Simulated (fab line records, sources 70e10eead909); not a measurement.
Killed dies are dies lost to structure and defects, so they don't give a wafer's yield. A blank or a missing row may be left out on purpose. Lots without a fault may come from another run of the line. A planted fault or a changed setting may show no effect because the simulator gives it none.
fab line records | flow nand_harc
record lots=13 wafers=39 last_day=33
route steps=1302 shown P_CONTACT@217 P_M0@261 END@1302
lots that met no fault: from a run of the same line without faults
start_h: hours from the record's first day to the start of the lot's first wafer shown | wait_h: hours since the lot's step before | " the same as in the row above | L1.1+2: a row that stands for several wafers | - no value, or no start given | * or withheld: withheld | < > ~ a bound
route shown NAME@n: a module of which the file shows steps, and the number in the route of the first | usual: mean/standard deviation of fault-free wafers | same: alike in all rows | chamber/n: place in a boat | sites: the reading at each site | _std_site: their standard deviation | _edge_site: outer sites' mean less inner sites' | radius_mm: how far each site lies from the wafer's centre | mask NAME#n: copy n | behind: the tool/chamber that last shaped the wafer | hold: why the lot was held/for how many hours/how that ended | device: the transistor (n, p or np) that didn't switch | end of line: the same wafers' tests at the end of the route | a step without rows: its recipe alone | killed: dies lost to structure and defects at the first sort, not the wafer's yield | map: a wafer's dies, x killed, . not, _ none there
set.NAME: the setting as run; set.NAME@STEP: as run at that earlier step | model.NAME: the simulator's own value behind a step, which no gauge read
steps of the route over a sample of lots; a table a step, a row a wafer
services: from which hour (start_h, from the record's first day; less than 0 if before it) a tool's chamber was out of use, for how many hours, and why
## steps
# step NHARC_P_CONTACT_DEP_30
# recipe target_thk_a=300 temp_c=400 target_thk_nm=30 flow_sccm=200 rf_w=450 material=SiNx
# usual heater_power_outer_w=403/62 heater_power_w=687/93
# columns lot.wafer tool chamber start_h wait_h heater_power_outer_w heater_power_w
L488.2 pecvd-04 2 118.40 0.1 305 563
L488.3 " 1 " " 405 718
L488.4 " 0 " " 447 728
L489.2 pecvd-04 0 124.37 0.1 395 667
L489.3 " 1 " " 387 677
L489.5 " 0 " " 399 664
L491.1 pecvd-04 0 157.98 0.1 430 718
L491.6 " 2 " " 255 497
L491.5 " 0 " " 441 704
L494.3 pecvd-01 0 173.44 0.1 463 754
L494.4 " 2 " " 402 720
L494.6 " 0 " " 465 785
L495.4 pecvd-01 2 195.15 0.2 361 639
L495.5 " 0 " " 460 748
L495.6 " 2 " " 356 637
L497.1 pecvd-02 2 214.61 0.2 421 685
L497.2 " 1 " " 357 548
L497.6 " 2 " " 437 696
L498.2 pecvd-04 2 215.70 0.1 252 507
L498.3 " 0 " " 417 704
L498.4 " 1 " " 360 643
L500.2 pecvd-01 2 229.84 0.1 425 745
L500.1 " 1 " " 370 671
L500.5 " 1 " " 377 663
L499.1 pecvd-01 1 230.63 0.4 380 682
L499.4 " 1 " " 382 680
L499.5 " 1 " " 386 674
L502.1 pecvd-02 0 264.99 0.1 421 758
L502.3 " 1 " " 385 630
L502.4 " 0 " " 428 745
L509.1 pecvd-04 1 322.99 0.1 442 717
L509.3 " 0 " " 396 638
L509.4 " 1 " " 440 736
L510.2 pecvd-02 0 335.25 0.1 459 802
L510.1 " 1 " " 328 537
L510.3 " 1 " " 333 535
L511.1 pecvd-01 1 342.34 0.1 421 744
L511.6 " 1 " " 428 729
L511.5 " 0 " " 511 854
# step NHARC_P_CONTACT_PVD_32
# recipe target_thk_a=50 chamber_pressure_pa=5 power_w=5000 substrate_temp_c=200 time_s=17.7 material=Ti
# usual throttle_valve_pct=30.5/1.4
# columns lot.wafer tool chamber start_h wait_h throttle_valve_pct
L488.4 pvd_sputter-03 - - - 32.1
L488.3 " - " " 29.9
L488.2 " - " " 27.7
L489.2 pvd_sputter-03 - - - 29.2
L489.3 " - " " 32.4
L489.5 " - " " 28.0
L491.1 pvd_sputter-03 - - - 29.3
L491.5 " - " " 32.1
L491.6 " - " " 29.7
L494.3 pvd_sputter-01 - - - 31.8
L494.4 " - " " 30.9
L494.6 " - " " 31.7
L495.4 pvd_sputter-03 - - - 30.3
L495.6 " - " " 28.0
L495.5 " - " " 30.3
L497.1 pvd_sputter-03 - - - 28.4
L497.2 " - " " 30.5
L497.6 " - " " 30.2
L498.2 pvd_sputter-02 - - - 30.6
L498.4 " - " " 30.2
L498.3 " - " " 28.7
L500.2 pvd_sputter-03 - - - 32.4
L500.1 " - " " 28.2
L500.5 " - " " 29.6
L499.4 pvd_sputter-03 - - - 30.2
L499.1 " - " " 32.8
L499.5 " - " " 30.2
L502.3 pvd_sputter-03 - - - 29.3
L502.1 " - " " 28.3
L502.4 " - " " 30.3
L509.1 pvd_sputter-02 - - - 31.1
L509.4 " - " " 28.9
L509.3 " - " " 30.2
L510.2 pvd_sputter-03 - - - 32.6
L510.1 " - " " 29.3
L510.3 " - " " 28.4
L511.1 pvd_sputter-01 - - - 31.0
L511.5 " - " " 31.8
L511.6 " - " " 31.4
# step NHARC_P_M0_PEB_07
# recipe peb_temp_c=100 peb_time_s=65
# usual heater_power_total_W=156.6/0.41 plate_temp_C=99.98/0.14
# columns lot.wafer tool chamber start_h wait_h heater_power_total_W plate_temp_C
L488.2 litho_track-06 0 124.39 0.1 156.8 99.99
L488.3 " 0 " " 156.7 99.88
L488.4 " 0 " " 156.5 100.00
L489.2 litho_track-06 0 130.19 0.1 156.9 99.90
L489.3 " 0 " " 156.7 99.90
L489.5 " 0 " " 157.0 99.92
L491.1 litho_track-06 0 163.55 0.1 156.1 99.86
L491.5 " 0 " " 157.0 99.97
L491.6 " 0 " " 156.5 99.96
L494.3 litho_track-06 0 178.92 0.0 156.6 100.34
L494.4 " 0 " " 156.0 100.13
L494.6 " 0 " " 156.0 100.17
L495.4 litho_track-06 0 200.75 0.0 156.8 100.04
L495.5 " 0 " " 156.9 100.01
L495.6 " 0 " " 156.8 100.01
L497.1 litho_track-01 0 220.24 0.1 156.2 99.85
L497.2 " 0 " " 157.1 99.94
L497.6 " 0 " " 156.2 100.01
L498.2 litho_track-01 0 221.33 0.1 157.2 99.96
L498.3 " 0 " " 156.6 99.79
L498.4 " 0 " " 156.6 99.94
L500.1 litho_track-06 0 235.73 0.1 156.0 100.06
L500.2 " 0 " " 156.7 100.05
L500.5 " 0 " " 157.1 99.87
L499.1 litho_track-01 0 237.10 0.1 156.0 100.14
L499.4 " 0 " " 157.0 99.97
L499.5 " 0 " " 157.1 100.01
L502.1 litho_track-01 0 271.09 0.1 156.4 99.91
L502.3 " 0 " " 156.9 99.85
L502.4 " 0 " " 156.9 99.95
L509.1 litho_track-01 0 329.03 0.1 152.0 97.97
L509.3 " 0 " " 151.9 97.98
L509.4 " 0 " " 152.5 97.87
L510.1 litho_track-01 0 341.13 0.1 152.8 98.17
L510.2 " 0 " " 152.8 97.95
L510.3 " 0 " " 152.4 98.14
L511.1 litho_track-04 0 348.11 0.1 156.4 100.07
L511.5 " 0 " " 157.2 100.00
L511.6 " 0 " " 156.9 99.99
# step NHARC_P_M0_CD_MEAS_09
# recipe target_cd_nm=90 landing_energy_ev=500
# usual cd_nm=89.6/0.7
# same landing_energy_ev=500
# columns lot.wafer tool chamber start_h wait_h cd_nm
L488.2 cd_sem-01 0 124.47 - 89.8
L488.3 " 0 " " 89.4
L488.4 " 0 " " 89.5
L489.2 cd_sem-01 0 130.27 - 89.7
L489.3 " 0 " " 89.9
L489.5 " 0 " " 89.8
L491.1 cd_sem-01 0 163.63 - 89.9
L491.5 " 0 " " 88.6
L491.6 " 0 " " 89.3
L494.3 cd_sem-02 0 179.00 - 89.2
L494.4 " 0 " " 89.2
L494.6 " 0 " " 89.5
L495.4 cd_sem-02 0 200.83 - 88.3
L495.5 " 0 " " 90.6
L495.6 " 0 " " 89.9
L497.1 cd_sem-03 0 220.32 - 89.9
L497.2 " 0 " " 89.8
L497.6 " 0 " " 90.5
L498.2 cd_sem-02 0 221.41 - 89.8
L498.3 " 0 " " 89.3
L498.4 " 0 " " 88.5
L500.1 cd_sem-02 0 235.81 - 90.4
L500.2 " 0 " " 89.3
L500.5 " 0 " " 88.9
L499.1 cd_sem-01 0 237.18 - 89.7
L499.4 " 0 " " 90.4
L499.5 " 0 " " 90.2
L502.1 cd_sem-03 0 271.17 - 90.4
L502.3 " 0 " " 89.9
L502.4 " 0 " " 90.2
L509.1 cd_sem-01 0 329.11 - 82.5
L509.3 " 0 " " 82.9
L509.4 " 0 " " 81.9
L510.1 cd_sem-01 0 341.21 - 82.2
L510.2 " 0 " " 82.1
L510.3 " 0 " " 83.0
L511.1 cd_sem-01 0 348.19 - 89.5
L511.5 " 0 " " 91.1
L511.6 " 0 " " 88.8
# step NHARC_P_M0_PRE_CLEAN_29
# recipe time_s=30 temp_c=280 gas=H2/He
# usual heater_power_w=393/28
# columns lot.wafer tool chamber start_h wait_h heater_power_w
L488.4 pvd_sputter-01 - - - 430
L488.2 " - " " 397
L488.3 " - " " 398
L489.3 pvd_sputter-02 - - - 396
L489.2 " - " " 349
L489.5 " - " " 392
L491.1 pvd_sputter-03 - - - 427
L491.5 " - " " 425
L491.6 " - " " 386
L494.3 pvd_sputter-02 - - - 348
L494.4 " - " " 370
L494.6 " - " " 337
L495.4 pvd_sputter-01 - - - 448
L495.6 " - " " 411
L495.5 " - " " 405
L497.2 pvd_sputter-03 - - - 402
L497.1 " - " " 391
L497.6 " - " " 399
L498.4 pvd_sputter-01 - - - 406
L498.3 " - " " 403
L498.2 " - " " 436
L500.2 pvd_sputter-01 - - - 401
L500.1 " - " " 455
L500.5 " - " " 403
L499.4 pvd_sputter-02 - - - 394
L499.1 " - " " 369
L499.5 " - " " 392
L502.4 pvd_sputter-01 - - - 451
L502.3 " - " " 406
L502.1 " - " " 387
L509.1 pvd_sputter-01 - - - 401
L509.3 " - " " 396
L509.4 " - " " 473
L510.1 pvd_sputter-03 - - - 389
L510.2 " - " " 406
L510.3 " - " " 370
L511.1 pvd_sputter-02 - - - 425
L511.6 " - " " 352
L511.5 " - " " 382
# step NHARC_END_SORT_01
# recipe temp_c=25
# usual defect_limited_yield=91/3.1 killed_at_array=59/21 killed_at_other=1.0/1.1 killed_at_periphery=4.0/2.6 killed_dies=64/21 killed_open=3.2/1.7 killed_short=2.5/1.5
# same gross_dies=677
# columns lot.wafer tool chamber start_h wait_h defect_limited_yield[%] killed_at_array killed_at_other killed_at_periphery killed_dies killed_open killed_short
L509.3 prober-01 0 775.78 3.1 91 59 0 5 64 3 2
L509.4 prober-01 0 776.58 3.4 90 62 1 7 70 6 1
L510.1 prober-02 0 782.00 2.5 91 51 0 10 61 3 6
L510.2 prober-02 0 782.81 2.8 92 47 0 6 53 3 1
# killed by level:class
L509.3 A_CHANNEL_HOLE_D2:chamber_film_flake=23 A_CHANNEL_HOLE_D1:chamber_film_flake=17 A_SLIT:chamber_film_flake=7 A_CONTACT:chamber_film_flake=4 A_CHANNEL_FILL_D2:geometric_particle:open=2 P_M0:chamber_film_flake=2 A_STAIRCASE:chamber_film_flake=2 A_DECK1_JOINT:geometric_particle:short=1
L509.4 A_CHANNEL_HOLE_D2:chamber_film_flake=25 A_CHANNEL_HOLE_D1:chamber_film_flake=17 A_CONTACT:chamber_film_flake=7 A_SLIT:chamber_film_flake=4 A_STAIRCASE:chamber_film_flake=3 P_CONTACT:geometric_particle:open=2 P_M0:area_peb=2 A_CHANNEL_HOLE_D1:geometric_particle:open=1
L510.1 A_SLIT:chamber_film_flake=34 A_STAIRCASE:chamber_film_flake=6 P_M0:chamber_film_flake=3 P_CONTACT:geometric_particle:short=2 A_ONON_D1:geometric_particle:open=2 A_CHANNEL_FILL_D1:geometric_particle:short=2 A_ONON_D2:geometric_particle:short=2 P_GATE:chamber_film_flake=2
L510.2 A_SLIT:chamber_film_flake=32 A_STAIRCASE:chamber_film_flake=4 A_CHANNEL_HOLE_D2:chamber_film_flake=3 A_CONTACT:chamber_film_flake=3 A_ZERO_WELL:chamber_film_flake=2 P_M0:area_peb=2 P_CONTACT:geometric_particle:short=1 P_M2:geometric_particle:open=1
## services
# columns tool chamber start_h hours kind
pvd_sputter-02 - 104.03 10.0 pm
pecvd-01 - 112.09 0.6 repair
pvd_sputter-01 - 128.80 3.5 repair
pecvd-01 - 130.20 13.0 pm
pecvd-01 2 154.53 7.0 repair
litho_track-01 - 155.00 7.0 pm
pvd_sputter-03 - 170.05 10.0 pm
litho_track-06 - 179.00 7.0 pm
pecvd-01 1 191.63 22.7 repair
litho_track-04 - 203.00 7.0 pm
pecvd-01 - 213.82 0.9 repair
pvd_sputter-01 - 226.01 10.0 pm
pecvd-02 - 227.00 13.0 pm
pecvd-01 0 228.81 4.1 repair
pecvd-04 - 269.00 13.0 pm
pvd_sputter-03 - 273.05 12.4 repair
pvd_sputter-02 - 282.03 10.0 pm
pvd_sputter-01 - 309.76 10.0 repair
pecvd-01 - 311.20 13.0 pm
litho_track-01 - 330.00 7.0 pm
pecvd-02 2 330.18 6.8 repair
pecvd-01 2 334.70 9.5 repair
pvd_sputter-01 - 338.50 2.5 repair
pvd_sputter-03 - 348.10 10.0 pm
## key
first_sign step=NHARC_P_M0_PEB_07 reading=plate_temp_C direction=down sigmas=14 usual=* struck=*
effect step=NHARC_P_M0_PEB_07 reading=heater_power_total_W direction=down sigmas=10 usual=* struck=*
effect step=NHARC_P_M0_CD_MEAS_09 reading=cd_nm direction=down sigmas=10 usual=89.6 struck=82.5
met_at NHARC_P_M0_PEB_07
struck_lots L509,L510
not_acting_at NHARC_P_CONTACT_DEP_30,NHARC_P_CONTACT_PVD_32,NHARC_P_M0_PRE_CLEAN_29
onset_between 271.09 329.03
fault kind=process_parameter_drift tool=litho_track-01 chamber=- onset_h=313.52 steps=NHARC_P_M0_PEB_07 channel=peb_temp_c offset=* shape=step end_h=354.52 acts_in=* stated=*
